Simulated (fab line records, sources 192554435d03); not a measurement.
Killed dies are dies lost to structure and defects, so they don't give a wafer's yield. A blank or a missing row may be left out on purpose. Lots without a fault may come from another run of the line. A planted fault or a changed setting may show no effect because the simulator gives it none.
Chamber matching | flow n5_finfet | N5_HKMG_FIN_ALD_21 on ald_metal-02: 4 sister chambers
The step deposits TiN, target thk 1.5 nm, pulse time 1 s, purge time 3 s. 4 wafers are shown with their chamber, then 12 later ones without.

WAFERS WITH THEIR CHAMBER
wafer  | chamber | heater_power_outer_w (W)
L087.5 | 0       | 567
L088.1 | 1       | 608
L088.3 | 2       | 560
L088.4 | 3       | 510

WAFERS WITHOUT THEIR CHAMBER
wafer  | heater_power_outer_w (W)
L089.2 | 526
L089.4 | 556
L089.5 | 523
L090.1 | 517
L090.3 | 610
L090.5 | 594
L092.1 | 593
L092.2 | 510
L092.3 | 586
L095.1 | 594
L095.3 | 586
L095.6 | 521

WHICH CHAMBER EACH WENT THROUGH
wafer  | from the rows above          | in truth
L089.2 | can't be placed: 3 or 2 or 0 | 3
L089.4 | can't be placed: 2 or 0      | 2
L089.5 | can't be placed: 3 or 2      | 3
L090.1 | 3                            | 3
L090.3 | 1                            | 1
L090.5 | can't be placed: 1 or 0 or 2 | 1
L092.1 | can't be placed: 1 or 0 or 2 | 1
L092.2 | 3                            | 3
L092.3 | can't be placed: 0 or 1 or 2 | 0
L095.1 | can't be placed: 1 or 0 or 2 | 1
L095.3 | can't be placed: 0 or 1 or 2 | 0
L095.6 | 3                            | 3
Placed correctly: 4 of 12. Can't be placed from these rows: 8 (the true chamber is among the candidates in 8). Placed wrongly: 0.
How it was worked out, from the rows above alone: a wafer's distance from a chamber is the root of the sum, over the readings, of the square of ((its reading less the chamber's mean) divided by the reading's scatter). The wafer belongs to the nearest chamber; if the next one is less than 2 further off, it can't be placed. A chamber's mean is the mean of its shown wafers. The scatter: with one shown wafer a chamber, the root of the mean of the squares of how far each hidden wafer lies from its nearest shown one.
